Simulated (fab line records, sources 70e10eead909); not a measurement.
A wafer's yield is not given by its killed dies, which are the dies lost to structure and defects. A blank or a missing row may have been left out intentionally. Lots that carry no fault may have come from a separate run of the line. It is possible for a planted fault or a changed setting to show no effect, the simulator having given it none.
The tool behind it: which one?    flow nand harc    route of 1159 steps, sampled at 1 step: 13 lots, 37 wafers

## WHAT THE GAUGES SHOWED, per wafer
NHARC_A_SLIT_OVL_MEAS_10.
lot   measured      on          overlay x nm (nm)  overlay y nm (nm)
L157  day 13 18:54  overlay-02  -0.6 -0.6 -0.1     0.2 0.6 0.0
L160  day 14 17:34  overlay-01  0.3 0.4 0.6        1.1 0.5 1.0
L159  day 14 18:19  overlay-01  -0.3 0.0           -0.9 -0.6
L158  day 14 19:14  overlay-02  -0.1 -0.3 -0.6     -1.2 -1.0 -0.9
L161  day 15 08:40  overlay-02  0.2 0.3            -0.4 -0.7
L162  day 15 09:42  overlay-02  -1.1 -0.3 -0.9     0.0 -0.3 0.1
L169  day 17 17:54  overlay-01  0.9 1.5 1.4        1.2 1.2 1.0
L173  day 18 03:08  overlay-02  -0.7 -1.3 -1.5     -1.8 -1.3 -1.3
L172  day 18 04:58  overlay-01  -0.3 -0.1 0.7      -0.6 -0.5 -1.6
L176  day 19 09:07  overlay-01  -1.7 -1.5 -1.2     0.6 -0.6 0.8
L178  day 19 09:16  overlay-02  0.4 0.1 0.4        -0.2 -0.4 -0.5
L177  day 19 10:03  overlay-02  -1.4 -0.9 -0.9     -0.2 0.0 0.1
L179  day 20 06:53  overlay-02  1.7 1.0 1.4        0.0 -0.1 -0.2

## EACH LOT AND THE TOOL THAT RAN IT (in order: tool; ch and the chambers of the sampled wafers; start)
The record holds no process step before these readings.

## AS READ BY THE TOOLS THEMSELVES (means over the sampled wafers that have a number; for cases with no such wafer, the mark the record gives instead)
The record holds no such reading with a usual standard deviation.

## THE ANSWER, worked out from the rows above alone
Rule: usual is defined by the lots themselves. Put in order of their means at a reading, lots are off if they are a third of the lots or fewer, leave a main group of 4 or more, and stand apart from it by a gap of 3 or more times the standard deviation of the main group's means; of several such gaps the widest counts. A main group whose means are all the same, to the digits that the tables above print for the reading, isn't used. A lot without any number at a reading at which 4 lots or more have one is off too. Where the step has rows for the other lots, those lots are counted as sound. The gauges are gone through in route order, then the tools' own readings, and for those a lot's mean is taken as printed above. At the first step where some lot is off, the reading lying furthest off is the one used; lots without a number count as furthest.
Nothing can be told from this: no lot is off at any reading shown.

## WHAT HAD BEEN PUT IN BY THE SIMULATOR
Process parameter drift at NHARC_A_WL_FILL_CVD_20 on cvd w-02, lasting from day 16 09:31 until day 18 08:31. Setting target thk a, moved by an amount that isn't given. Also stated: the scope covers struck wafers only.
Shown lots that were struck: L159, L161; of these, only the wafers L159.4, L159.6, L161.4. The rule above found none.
